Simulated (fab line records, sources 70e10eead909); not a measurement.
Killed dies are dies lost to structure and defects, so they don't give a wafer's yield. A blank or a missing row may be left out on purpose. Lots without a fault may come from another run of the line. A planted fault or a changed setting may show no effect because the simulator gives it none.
A struck lot beside a sound one | flow nand_harc | 25 steps out of a route of 1302
Sound: wafers L662.1, L662.3, L662.4. Struck: wafers L660.1, L660.2, L660.4. The cause comes at the end.
At each step with rows: each side's tool, then ch and its chambers, then its first start. Under that, the readings that differ: sound wafers | struck wafers | difference of the means | sigmas: that difference in standard deviations of wafers without a fault.
alike: readings whose means differ by less than 2 such deviations, and words and numbers that are the same on both sides. not compared: withheld readings, readings that some wafer has no value for, bounds like >300 that may hide the same value, and numbers for which the record gives no deviation and whose values overlap.
The two part at a step that has a row with sigmas, a row that says differs or no value, or rows on one side only. Numbers that don't overlap but have no deviation are shown without sigmas and don't part them. A reading that every wafer of one side lacks parts them only if that side has two wafers or more.

first, 4 steps without rows for these wafers: NHARC_A_STAIRCASE_DEP_417 (deposits Si3N4, target thk 60 nm); NHARC_A_STAIRCASE_WET_418 (chemistry H3PO4, target depth 20 nm); NHARC_A_STAIRCASE_PRECLEAN_419 (cleans in SC1); NHARC_A_STAIRCASE_SRD_421.
NHARC_A_STAIRCASE_ALD_420: deposits SiO2, target thk 20 nm, pulse time 6 s, ald cycles 200.
  sound on ald_hk-04 ch 0,1,3, day 22 00:47; struck on ald_hk-01 ch 0,1,2, day 21 20:52
  alike: heater_power_w, precursor_pulse_height_rel
then, 1 step without rows for these wafers: NHARC_A_STAIRCASE_CVD_552 (deposits SiNx, target thk 40 nm).
NHARC_A_STAIRCASE_DEP_151: deposits SiO2, target thk 7200 nm.
  sound on pecvd-04 ch 0,1,2, day 22 08:56; struck on pecvd-01 ch 0,1, day 22 05:01
  alike: heater_power_w, mfc_precursor_sccm
then, 1 step without rows for these wafers: NHARC_A_STAIRCASE_ANNEAL_320 (time 1800 s).
NHARC_A_STAIRCASE_DEP_322: deposits SiO2, target thk 7200 nm.
  sound on pecvd-04 ch 0,2, day 22 15:53; struck on pecvd-01 ch 0,1,2, day 22 15:47
  alike: heater_power_w, mfc_precursor_sccm
then, 1 step without rows for these wafers: NHARC_A_STAIRCASE_ANNEAL_323 (time 1800 s).
NHARC_A_STAIRCASE_DEP_325: deposits SiO2, target thk 7200 nm.
  sound on pecvd-01 ch 0,1,2, day 23 01:10; struck on pecvd-02 ch 0,1,2, day 23 01:10
  reading                   | sound             | struck            | difference | sigmas
  mfc_precursor_sccm (sccm) | 201.2 199.7 198.5 | 221.4 220.4 221.9 | +21.4      | +34
  alike: heater_power_w
then, 10 steps without rows for these wafers: NHARC_A_STAIRCASE_ANNEAL_326 (time 1800 s); NHARC_A_STAIRCASE_DEHYDRATE_433 (time 120 s); NHARC_A_STAIRCASE_HMDS_434 (time 30 s); NHARC_A_STAIRCASE_COAT_435; NHARC_A_STAIRCASE_SOFTBAKE_436 (time 170 s); NHARC_A_STAIRCASE_EBR_437; NHARC_A_STAIRCASE_EXPOSE_438 (exposes mask STAIR REV); NHARC_A_STAIRCASE_PEB_439 (peb time 130 s); NHARC_A_STAIRCASE_DEVELOP_440 (time 140 s); NHARC_A_STAIRCASE_HARDBAKE_442 (time 140 s).
NHARC_A_STAIRCASE_DESCUM_443: chemistry O2, time 3 s.
  sound on rie_diel-13 ch 0,1,2, day 23 11:10; struck on rie_diel-06 ch 0,1,3, day 23 11:07
  reading                | sound | struck   | difference | sigmas
  rf_hours_counter_h (h) | 5 5 5 | 14 17 17 | +11        |
  alike: drypump_motor_current_A, oes_product_au, rf_vpp_V, showerhead_plenum_p_Torr, throttle_valve_pct
then, 1 step without rows for these wafers: NHARC_A_STAIRCASE_ETCH_444 (etches the open film in C4F8/O2, target depth 20400 nm, time 6800 s).
NHARC_A_STAIRCASE_STRIP_446: strips in O2.
  sound on plasma_asher-02 ch 0,1, day 23 15:41; struck on plasma_asher-01 ch 0,1, day 23 18:09
  reading | sound | struck                                                                     | difference                   | sigmas
  hold    | - - - | await_dispo/2.4h/release await_dispo/2.4h/release await_dispo/2.4h/release | no value on the sound wafers |
  alike: drypump_motor_current_A, heater_power_w
  not compared: rf_hours_counter_h
then, 1 step without rows for these wafers: NHARC_END_SORT_01.

WHERE THEY PART
First at NHARC_A_STAIRCASE_DEP_325; last, within this record, at NHARC_A_STAIRCASE_STRIP_446.

WHY: what the simulator had put in
Process parameter drift: pecvd-02, from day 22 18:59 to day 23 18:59, at NHARC_A_STAIRCASE_DEP_325. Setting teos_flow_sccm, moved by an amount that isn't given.
